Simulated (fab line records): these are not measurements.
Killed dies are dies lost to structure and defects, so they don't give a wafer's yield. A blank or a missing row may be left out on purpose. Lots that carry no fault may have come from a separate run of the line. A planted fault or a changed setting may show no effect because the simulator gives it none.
What tool caused it?	flow n5_finfet	Sampling: 23 lots, 69 wafers, 5 of 1938 route steps

## WHAT EACH GAUGE READ, for each wafer
N5_BEOL_M2_OVL_MEAS_29. Usual: V1_OVL typically reads 0.1 nm, with standard deviation 0.71.
lot	measured	on	V1_OVL (nm)	flag
L075	day 6 22:11	overlay-01	0.2 0.9 -0.3	
L074	day 6 23:23	overlay-01	0.1 0.6 0.6	
L076	day 7 01:34	overlay-02	0.1 0.2 -0.7	
L077	day 7 14:58	overlay-01	0.0 -0.1 -0.6	
L078	day 7 15:11	overlay-02	0.0 0.5 0.5	
L079	day 7 18:10	overlay-01	0.6 0.2 0.3	
L080	day 8 05:05	overlay-02	-0.8 -1.1 -0.8	
L081	day 8 13:15	overlay-01	-0.3 -0.9 0.5	
L082	day 8 22:04	overlay-01	-0.3 0.1 0.3	
L083	day 8 22:26	overlay-01	-1.1 1.1 1.4	
L084	day 9 06:01	overlay-02	0.4 0.8 1.0	
L085	day 9 06:31	overlay-01	1.8 1.9 0.8	
L086	day 9 20:31	overlay-02	-1.0 -1.5 -1.5	
L088	day 9 23:33	overlay-02	-0.6 -0.4 -0.9	
L087	day 9 23:41	overlay-01	0.8 -0.4 0.1	
L089	day 10 06:38	overlay-01	0.5 -0.4 0.5	
L090	day 10 10:26	overlay-02	-0.9 0.0 -0.4	
L091	day 10 15:33	overlay-01	0.3 0.1 0.6	
L092	day 10 21:56	overlay-02	0.3 -0.1 0.5	
L093	day 11 04:41	overlay-01	0.3 0.1 -0.6	
L094	day 11 08:22	overlay-02	-1.1 -1.0 0.1	
L095	day 11 17:29	overlay-02	0.5 0.1 -0.8	
L096	day 12 19:20	overlay-02	-0.1 -0.3 -0.5	

## WHAT TOOL EACH LOT RAN ON (gives the tool, then ch and the chambers of the sampled wafers, and finally the start)
lot	N5_BEOL_M1_ANNEAL_51	N5_BEOL_M2_DESCUM_16	N5_BEOL_M2_ETCH_74	N5_BEOL_M2_ETCH_64
L075	rtp_anneal-01 ch 0, day 6 18:56	rie_diel-03 ch 0,2,3, day 6 21:16	rie_diel-03 ch 0,2,3, day 6 21:18	rie_diel-03 ch 0,2,3, day 6 21:20
L074	rtp_anneal-02 ch 0, day 6 20:22	rie_diel-06 ch 0,2, day 6 22:28	rie_diel-06 ch 0,2, day 6 22:31	rie_diel-06 ch 0,2, day 6 22:33
L076	rtp_anneal-02 ch 0, day 6 20:58	rie_diel-03 ch 0,1,3, day 7 00:31	rie_diel-03 ch 0,1,3, day 7 00:32	rie_diel-03 ch 0,1,3, day 7 00:35
L077	rtp_anneal-01 ch 0, day 7 08:49	rie_diel-03 ch 0,1,3, day 7 14:11	rie_diel-03 ch 0,1,3, day 7 14:14	rie_diel-03 ch 0,1,3, day 7 14:16
L078	rtp_anneal-01 ch 0, day 7 10:42	rie_diel-02 ch 0,1,3, day 7 14:17	rie_diel-02 ch 0,1,3, day 7 14:19	rie_diel-02 ch 0,1,3, day 7 14:22
L079	rtp_anneal-01 ch 0, day 7 13:37	rie_diel-03 ch 2,3, day 7 17:23	rie_diel-03 ch 2,3, day 7 17:25	rie_diel-03 ch 2,3, day 7 17:28
L080	rtp_anneal-02 ch 0, day 8 02:04	rie_diel-06 ch 0,3, day 8 04:12	rie_diel-06 ch 0,3, day 8 04:14	rie_diel-06 ch 0,3, day 8 04:17
L081	rtp_anneal-01 ch 0, day 8 10:23	rie_diel-02 ch 0,1, day 8 12:17	rie_diel-02 ch 0,1, day 8 12:19	rie_diel-02 ch 0,1, day 8 12:22
L082	rtp_anneal-02 ch 0, day 8 15:34	rie_diel-06 ch 0,1,3, day 8 21:07	rie_diel-06 ch 0,1,3, day 8 21:10	rie_diel-06 ch 0,1,3, day 8 21:12
L083	rtp_anneal-02 ch 0, day 8 18:45	rie_diel-02 ch 0,1,2, day 8 21:17	rie_diel-02 ch 0,1,2, day 8 21:19	rie_diel-02 ch 0,1,2, day 8 21:22
L084	rtp_anneal-01 ch 0, day 9 00:56	rie_diel-06 ch 0,1,2, day 9 05:01	rie_diel-06 ch 0,1,2, day 9 05:02	rie_diel-06 ch 0,1,2, day 9 05:05
L085	rtp_anneal-01 ch 0, day 9 03:40	rie_diel-06 ch 0,1,2, day 9 05:43	rie_diel-06 ch 0,1,2, day 9 05:45	rie_diel-06 ch 0,1,2, day 9 05:48
L086	rtp_anneal-01 ch 0, day 9 17:22	rie_diel-03 ch 2,3, day 9 19:34	rie_diel-03 ch 2,3, day 9 19:36	rie_diel-03 ch 2,3, day 9 19:39
L088	rtp_anneal-01 ch 0, day 9 20:54	rie_diel-06 ch 0,2, day 9 22:43	rie_diel-06 ch 0,2, day 9 22:44	rie_diel-06 ch 0,2, day 9 22:47
L087	rtp_anneal-02 ch 0, day 9 21:04	rie_diel-03 ch 0,1,2, day 9 22:53	rie_diel-03 ch 0,1,2, day 9 22:55	rie_diel-03 ch 0,1,2, day 9 22:58
L089	rtp_anneal-01 ch 0, day 10 03:49	rie_diel-02 ch 0,3, day 10 05:43	rie_diel-02 ch 0,3, day 10 05:46	rie_diel-02 ch 0,3, day 10 05:48
L090	rtp_anneal-01 ch 0, day 10 07:39	rie_diel-03 ch 0,1,3, day 10 09:32	rie_diel-03 ch 0,1,3, day 10 09:35	rie_diel-03 ch 0,1,3, day 10 09:37
L091	rtp_anneal-02 ch 0, day 10 10:59	rie_diel-02 ch 0,2,3, day 10 14:38	rie_diel-02 ch 0,2,3, day 10 14:41	rie_diel-02 ch 0,2,3, day 10 14:43
L092	rtp_anneal-02 ch 0, day 10 18:12	rie_diel-06 ch 1,2,3, day 10 21:02	rie_diel-06 ch 1,2,3, day 10 21:04	rie_diel-06 ch 1,2,3, day 10 21:07
L093	rtp_anneal-01 ch 0, day 11 01:14	rie_diel-06 ch 0,2, day 11 03:15	rie_diel-06 ch 0,2, day 11 03:17	rie_diel-06 ch 0,2, day 11 03:20
L094	rtp_anneal-02 ch 0, day 11 05:01	rie_diel-02 ch 0,1, day 11 07:27	rie_diel-02 ch 0,1, day 11 07:29	rie_diel-02 ch 0,1, day 11 07:32
L095	rtp_anneal-01 ch 0, day 11 13:18	rie_diel-03 ch 0,1,3, day 11 16:42	rie_diel-03 ch 0,1,3, day 11 16:44	rie_diel-03 ch 0,1,3, day 11 16:47
L096	rtp_anneal-02 ch 0, day 12 14:40	rie_diel-03 ch 0,1, day 12 18:26	rie_diel-03 ch 0,1, day 12 18:28	rie_diel-03 ch 0,1, day 12 18:31
- N5_BEOL_M1_ANNEAL_51: time 90 s.
- N5_BEOL_M2_DESCUM_16: chemistry O2, time 7 s.
- N5_BEOL_M2_ETCH_74: etches underlayer in N2/H2, target depth 6.5 nm, time 5.2 s.
- N5_BEOL_M2_ETCH_64: etches SOC in N2/H2, target depth 75 nm, overetch 22.5 nm, time 121.9 s.

## WHAT THE TOOLS THEMSELVES READ (means of the sampled wafers that have a number; where no wafer has one, the mark that the record gives instead)
N5_BEOL_M1_ANNEAL_51. Usual: wafer_temp_C_max at 226.13, with a standard deviation of 0.26.
lot	tool	wafer_temp_C_max	flag
L075	rtp_anneal-01	226.27	
L074	rtp_anneal-02	226.13	
L076	rtp_anneal-02	226.12	
L077	rtp_anneal-01	226.24	
L078	rtp_anneal-01	226.21	
L079	rtp_anneal-01	225.87	
L080	rtp_anneal-02	225.97	
L081	rtp_anneal-01	226.03	
L082	rtp_anneal-02	225.96	
L083	rtp_anneal-02	225.98	
L084	rtp_anneal-01	226.16	
L085	rtp_anneal-01	226.10	
L086	rtp_anneal-01	226.50	
L088	rtp_anneal-01	226.41	
L087	rtp_anneal-02	226.11	
L089	rtp_anneal-01	226.03	
L090	rtp_anneal-01	226.11	
L091	rtp_anneal-02	225.86	
L092	rtp_anneal-02	226.10	
L093	rtp_anneal-01	226.52	
L094	rtp_anneal-02	226.16	
L095	rtp_anneal-01	226.10	
L096	rtp_anneal-02	225.68	

N5_BEOL_M2_DESCUM_16. Usual: drypump_motor_current_A 5.6 A, standard deviation 0.31; o2_flow_sccm 224.9 sccm, standard deviation 0.69; oes_product_au 0.75 a.u., standard deviation 0.07; rf_vpp_V 243.3 V, standard deviation 1.4; showerhead_plenum_p_Torr 2.10 Torr, standard deviation 0.081; throttle_valve_pct 20.46 %, standard deviation 0.22.
lot	tool	drypump_motor_current_A (A)	o2_flow_sccm (sccm)	oes_product_au (a.u.)	rf_vpp_V (V)	showerhead_plenum_p_Torr (Torr)	throttle_valve_pct (%)	flag
L075	rie_diel-03	5.8	224.7	0.80	243.4	2.11	20.33	
L074	rie_diel-06	6.0	225.1	0.74	243.7	2.10	20.56	
L076	rie_diel-03	5.6	225.5	0.79	242.9	2.14	20.39	
L077	rie_diel-03	5.6	224.6	0.79	244.0	2.13	20.39	
L078	rie_diel-02	5.7	224.8	0.71	244.3	2.11	20.65	
L079	rie_diel-03	6.0	224.6	0.81	245.1	2.18	20.37	
L080	rie_diel-06	5.6	224.6	0.74	243.0	2.11	20.42	
L081	rie_diel-02	5.8	225.3	0.72	243.9	2.13	20.59	
L082	rie_diel-06	5.5	224.9	0.73	242.2	2.08	20.53	
L083	rie_diel-02	5.6	224.5	0.71	243.5	2.10	20.44	
L084	rie_diel-06	5.8	225.0	0.81	243.7	2.16	20.50	
L085	rie_diel-06	5.8	225.4	0.81	244.1	2.16	20.50	
L086	rie_diel-03	6.0	224.0	0.74	243.7	2.12	20.33	
L088	rie_diel-06	6.1	225.1	0.88	245.6	2.20	20.27	
L087	rie_diel-03	5.7	224.8	0.72	242.2	2.07	20.36	
L089	rie_diel-02	5.6	225.2	0.70	243.0	2.07	20.75	
L090	rie_diel-03	5.6	225.2	0.76	244.1	2.12	20.44	
L091	rie_diel-02	5.5	225.2	0.70	242.6	2.06	20.54	
L092	rie_diel-06	5.6	224.7	0.79	243.9	2.10	20.42	
L093	rie_diel-06	6.0	225.2	0.78	244.2	2.18	20.44	
L094	rie_diel-02	5.8	225.1	0.69	243.5	2.13	20.60	
L095	rie_diel-03	5.6	224.8	0.75	243.4	2.12	20.44	
L096	rie_diel-03	5.4	224.7	0.69	242.6	2.09	20.47	

N5_BEOL_M2_ETCH_74. Usual: drypump_motor_current_A 5.7 A, standard deviation 0.31; etch_rf_on_time_s 5.19 s, standard deviation 0.11; oes_product_au 0.64 a.u., standard deviation 0.059; rf_vpp_V 524.2 V, standard deviation 2.8; showerhead_plenum_p_Torr 2.56 Torr, standard deviation 0.093; throttle_valve_pct 17.95 %, standard deviation 0.22.
lot	tool	drypump_motor_current_A (A)	etch_rf_on_time_s (s)	oes_product_au (a.u.)	rf_vpp_V (V)	showerhead_plenum_p_Torr (Torr)	throttle_valve_pct (%)	flag
L075	rie_diel-03	5.9	5.21	0.68	524.0	2.56	17.89	
L074	rie_diel-06	6.0	5.13	0.63	524.8	2.57	18.04	
L076	rie_diel-03	5.6	5.17	0.68	524.3	2.60	17.90	
L077	rie_diel-03	5.6	5.12	0.68	525.7	2.60	17.91	
L078	rie_diel-02	5.7	5.25	0.61	523.4	2.55	18.03	
L079	rie_diel-03	6.0	5.30	0.69	527.0	2.64	17.79	
L080	rie_diel-06	5.6	5.19	0.64	524.3	2.58	17.89	
L081	rie_diel-02	5.8	5.30	0.60	524.5	2.58	18.02	
L082	rie_diel-06	5.5	5.16	0.62	523.4	2.54	17.97	
L083	rie_diel-02	5.6	5.19	0.60	524.3	2.55	17.92	
L084	rie_diel-06	5.8	5.17	0.69	526.4	2.63	17.96	
L085	rie_diel-06	5.8	5.18	0.70	525.2	2.63	17.97	
L086	rie_diel-03	6.0	5.28	0.63	525.4	2.57	17.85	
L088	rie_diel-06	6.1	5.12	0.75	527.0	2.70	17.75	
L087	rie_diel-03	5.7	5.18	0.61	522.2	2.53	17.98	
L089	rie_diel-02	5.6	5.21	0.60	523.9	2.50	18.11	
L090	rie_diel-03	5.6	5.18	0.65	525.6	2.59	17.97	
L091	rie_diel-02	5.5	5.21	0.60	523.1	2.50	17.97	
L092	rie_diel-06	5.7	5.19	0.67	523.5	2.55	17.87	
L093	rie_diel-06	6.0	5.06	0.68	527.8	2.66	17.91	
L094	rie_diel-02	5.8	5.34	0.59	524.9	2.57	18.07	
L095	rie_diel-03	5.6	5.20	0.65	524.6	2.58	17.99	
L096	rie_diel-03	5.4	5.11	0.60	523.6	2.55	18.05	

N5_BEOL_M2_ETCH_64. Usual: drypump_motor_current_A 5.7 A, standard deviation 0.31; oes_product_au 0.57 a.u., standard deviation 0.05; rf_vpp_V 524.2 V, standard deviation 2.8; showerhead_plenum_p_Torr 2.56 Torr, standard deviation 0.093; throttle_valve_pct 17.90 %, standard deviation 0.22.
lot	tool	drypump_motor_current_A (A)	oes_product_au (a.u.)	rf_vpp_V (V)	showerhead_plenum_p_Torr (Torr)	throttle_valve_pct (%)	flag
L075	rie_diel-03	5.8	0.60	524.4	2.56	17.85	
L074	rie_diel-06	6.0	0.56	524.4	2.57	18.00	
L076	rie_diel-03	5.6	0.60	525.2	2.60	17.86	
L077	rie_diel-03	5.6	0.60	525.7	2.60	17.88	
L078	rie_diel-02	5.7	0.55	523.2	2.55	18.01	
L079	rie_diel-03	6.0	0.62	525.6	2.64	17.75	
L080	rie_diel-06	5.6	0.56	524.3	2.58	17.86	
L081	rie_diel-02	5.8	0.54	525.7	2.58	17.99	
L082	rie_diel-06	5.5	0.55	523.8	2.54	17.94	
L083	rie_diel-02	5.6	0.53	523.7	2.55	17.88	
L084	rie_diel-06	5.8	0.62	525.3	2.63	17.92	
L085	rie_diel-06	5.8	0.61	526.2	2.63	17.91	
L086	rie_diel-03	6.0	0.57	525.1	2.57	17.81	
L088	rie_diel-06	6.1	0.66	527.5	2.69	17.70	
L087	rie_diel-03	5.6	0.55	522.3	2.53	17.93	
L089	rie_diel-02	5.6	0.54	523.0	2.50	18.07	
L090	rie_diel-03	5.6	0.58	524.9	2.59	17.92	
L091	rie_diel-02	5.5	0.53	522.9	2.50	17.93	
L092	rie_diel-06	5.6	0.60	523.3	2.55	17.80	
L093	rie_diel-06	6.0	0.59	528.2	2.66	17.88	
L094	rie_diel-02	5.8	0.53	525.4	2.57	18.02	
L095	rie_diel-03	5.6	0.57	525.5	2.58	17.94	
L096	rie_diel-03	5.4	0.53	523.9	2.55	18.00	

## THE ANSWER, worked out from the rows above alone
Rule: a lot is off if the mean of its wafers that have a number lies more than 3 standard deviations from the usual mean. Also off: a lot with no number at a reading for which 4 or more lots have one. All remaining lots with rows at the step are treated as sound. The gauges are gone through in route order, then the tools' own readings, and for those a lot's mean is taken as printed above. The first step at which some lot is off is used, and at that step the reading that is off furthest; a lot without a number counts as furthest.
No lot is off at any reading shown: from this, nothing can be told.

## WHAT WAS PUT IN BY THE SIMULATOR
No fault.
